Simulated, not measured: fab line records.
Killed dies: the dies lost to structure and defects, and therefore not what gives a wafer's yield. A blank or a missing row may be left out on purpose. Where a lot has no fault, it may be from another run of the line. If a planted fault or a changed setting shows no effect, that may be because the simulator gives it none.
Struck lot and sound lot, side by side :: flow n5 finfet :: 19 steps out of a route of 1938
Sound: the wafers L609.2, L609.3, L609.5. Struck: wafers L614.1, L614.2, L614.3. The cause is given at the end.
Each step with rows lists, per side, the tool, then ch with its chambers, then its first start. Under that, the readings that differ: sound wafers :: struck wafers :: difference of the means :: sigmas: that difference in standard deviations of wafers without a fault.
alike: words and numbers the same on both sides, and readings whose means are apart by under 2 such deviations; not compared: readings that were withheld, readings missing a value for some wafer, numbers with overlapping values and no deviation given by the record, and bounds like >300 which may hide the same value.
Wherever a step has rows on one side only, a row that says differs or no value, or a row with sigmas, the two part there. Numbers that don't overlap but have no deviation are shown without sigmas and don't part them. A reading that every wafer of one side lacks parts them only if that side has two wafers or more.

N5_BEOL_M9_ETCH_62: etches SOC in N2/H2, target depth 110 nm, overetch 22 nm, time 165 s.
  sound on rie diel-02 ch 0,3, day 10 20:24; struck on rie diel-02 ch 0,1,3, day 12 11:30
  alike: drypump motor current A, oes product au, rf vpp V, showerhead plenum p Torr, temp c, throttle valve pct
  not compared: rf hours counter h
then, 1 step without rows for these wafers: N5_BEOL_M9_STRIP_68 (strips in N2/H2).
N5_BEOL_M9_STRIP_67: strips in CF4.
  sound on rie diel-02 ch 0,3, day 10 20:32; struck on rie diel-02 ch 0,1,3, day 12 11:39
  alike: drypump motor current A, oes product au, rf vpp V, showerhead plenum p Torr, throttle valve pct
  not compared: rf hours counter h
N5_BEOL_M9_HM_OPEN_17: chemistry Cl2/BCl3, target TiN, target depth 20 nm, overetch 6 nm.
  sound on rie metal-01 ch 0,1, day 10 20:35; struck on rie metal-03 ch 0,1, day 12 11:42
reading: oes product au (a.u.)
sound: 0.83 0.83 0.75
struck: 0.66 0.65 0.65
difference: -0.15
sigmas: -2
  alike: drypump motor current A, he backside leak sccm, throttle valve pct
  not compared: rf hours counter h
N5_BEOL_M9_STRIP_19: strips in O2.
  sound on rie diel-05 ch 1,2,3, day 10 20:42; struck on rie diel-02 ch 1,2,3, day 12 11:56
  alike: drypump motor current A, o2 flow sccm, oes product au, rf vpp V, showerhead plenum p Torr, temp c, throttle valve pct
  not compared: rf hours counter h
N5_BEOL_M9_CD_MEAS_18: pitch 140 nm, target cd 70 nm.
  sound on cd sem-03 at day 10 20:46; struck on cd sem-03 at day 12 12:01
  alike: cd nm
then, 6 steps without rows for these wafers: N5_BEOL_M9_COAT_63 (time 60 s, resist thk 60 nm); N5_BEOL_M9_COAT_64 (time 60 s, resist thk 12 nm); N5_BEOL_M9_COAT_75 (time 60 s, resist thk 5 nm); N5_BEOL_M9_COAT_22 (resist thk 30 nm); N5_BEOL_M9_EBR_24; N5_BEOL_M9_SOFTBAKE_23 (time 60 s).
N5_BEOL_M9_EXPOSE_25: exposes mask V8.
  sound on euv scanner-01 ch 0, day 11 06:20; struck on euv scanner-01 ch 0, day 12 17:49
reading: model.BEOL_M9.overlay x nm (nm)
sound: -0.6 -0.6 -0.6
struck: 11.2 11.2 11.2
difference: +11.8
sigmas: 
  alike: mask, focus offset nm
then, 2 steps without rows for these wafers: N5_BEOL_M9_PEB_26 (peb time 60 s); N5_BEOL_M9_DEVELOP_27 (develop time 30 s).
N5_BEOL_M9_CD_MEAS_28: target cd 70 nm.
  sound on cd sem-03 ch 0, day 11 06:28; struck on cd sem-03 ch 0, day 12 17:56
  alike: cd nm
N5_BEOL_M9_OVL_MEAS_29:
  sound on overlay-02 ch 0, day 11 06:30; struck on overlay-01 ch 0, day 12 17:58
reading: V8_OVL (nm)
sound: -0.9 -1.1 -0.7
struck: 10.5 10.7 10.4
difference: +11.4
sigmas: +17
N5_BEOL_M9_INSPECT_30: inspects for defects (brightfield).
  sound on defect inspect-02 at day 11 06:33; struck on defect inspect-02 at day 12 18:02
  alike: raw defect count
-- the record jumps here: 3 days lie between the struck wafers' starts before and after (it left off in module BEOL_M9 and takes up again in module PASSIVATION, whose first step shown is number 1936 of the route) --
N5_PASSIVATION_PROBE_49:
  rows exist in the record for the struck wafers here (prober-01, day 15 07:31), but not for the sound ones

## WHERE THEY PART
Earliest at N5_BEOL_M9_HM_OPEN_17; latest, in this record, at N5_PASSIVATION_PROBE_49.

WHY: the cause the simulator had injected
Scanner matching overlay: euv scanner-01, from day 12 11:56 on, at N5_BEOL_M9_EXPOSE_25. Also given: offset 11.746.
